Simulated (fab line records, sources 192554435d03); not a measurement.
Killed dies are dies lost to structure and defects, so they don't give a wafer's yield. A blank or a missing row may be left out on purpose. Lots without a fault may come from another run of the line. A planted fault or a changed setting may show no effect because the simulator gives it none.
Chamber matching | flow n5_finfet | N5_BEOL_M1_PECVD_72 on pecvd-01: 3 sister chambers
The step deposits SiO2 from TEOS/O2, target thk 16 nm, time 18 s. 18 wafers are shown with their chamber, then 9 later ones without.

WAFERS WITH THEIR CHAMBER
wafer  | chamber | throttle_valve_pct (%) | showerhead_plenum_p_Torr (Torr) | heater_power_w (W)
L074.3 | 1       | 24.0                   | 8.66                            | 697
L074.4 | 0       | 21.4                   | 8.76                            | 738
L074.5 | 2       | 22.7                   | 8.71                            | 886
L075.2 | 2       | 23.1                   | 8.73                            | 825
L075.3 | 1       | 24.2                   | 8.67                            | 632
L075.5 | 1       | 24.2                   | 8.65                            | 634
L076.1 | 1       | 24.3                   | 8.66                            | 672
L076.2 | 2       | 22.9                   | 8.73                            | 864
L076.4 | 1       | 24.5                   | 8.65                            | 670
L078.2 | 0       | 21.5                   | 8.77                            | 760
L078.3 | 2       | 23.0                   | 8.70                            | 740
L078.6 | 1       | 24.3                   | 8.64                            | 632
L080.2 | 2       | 23.0                   | 8.72                            | 889
L080.4 | 1       | 23.8                   | 8.66                            | 635
L080.5 | 2       | 22.8                   | 8.71                            | 890
L081.2 | 1       | 24.0                   | 8.66                            | 640
L081.5 | 1       | 24.4                   | 8.68                            | 659
L081.6 | 0       | 21.3                   | 8.76                            | 705

SIGNATURES (means of the wafers above)
reading                  | chamber 0 | chamber 1 | chamber 2 | scatter within a chamber
throttle_valve_pct       | 21.400    | 24.189    | 22.917    | 0.186
showerhead_plenum_p_Torr | 8.7633    | 8.6589    | 8.7167    | 0.0112
heater_power_w           | 734.33    | 652.33    | 849.00    | 39.3
Rule: a wafer's distance from a chamber is the root of the sum, over the readings, of the square of ((its reading less the chamber's mean) divided by the reading's scatter). The wafer belongs to the nearest chamber; if the next one is less than 2 further off, it can't be placed. The scatter: the root of (the sum of the squares of (reading less its chamber's mean) over the shown wafers, divided by (wafers less chambers)).

WAFERS WITHOUT THEIR CHAMBER
wafer  | throttle_valve_pct (%) | showerhead_plenum_p_Torr (Torr) | heater_power_w (W)
L085.1 | 21.6                   | 8.74                            | 641
L085.4 | 24.2                   | 8.65                            | 596
L085.5 | 21.1                   | 8.75                            | 638
L086.1 | 24.1                   | 8.65                            | 668
L086.4 | 24.1                   | 8.66                            | 675
L086.6 | 22.9                   | 8.69                            | 854
L094.2 | 21.2                   | 8.71                            | 890
L094.3 | 24.4                   | 8.66                            | 679
L094.6 | 21.3                   | 8.75                            | 706

WHICH CHAMBER EACH WENT THROUGH
wafer  | from the rows above | in truth
L085.1 | 0                   | 0
L085.4 | 1                   | 1
L085.5 | 0                   | 0
L086.1 | 1                   | 1
L086.4 | 1                   | 1
L086.6 | 2                   | 2
L094.2 | 0                   | 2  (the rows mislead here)
L094.3 | 1                   | 1
L094.6 | 0                   | 0
Placed correctly: 8 of 9. Can't be placed from these rows: 0. Placed wrongly: 1.
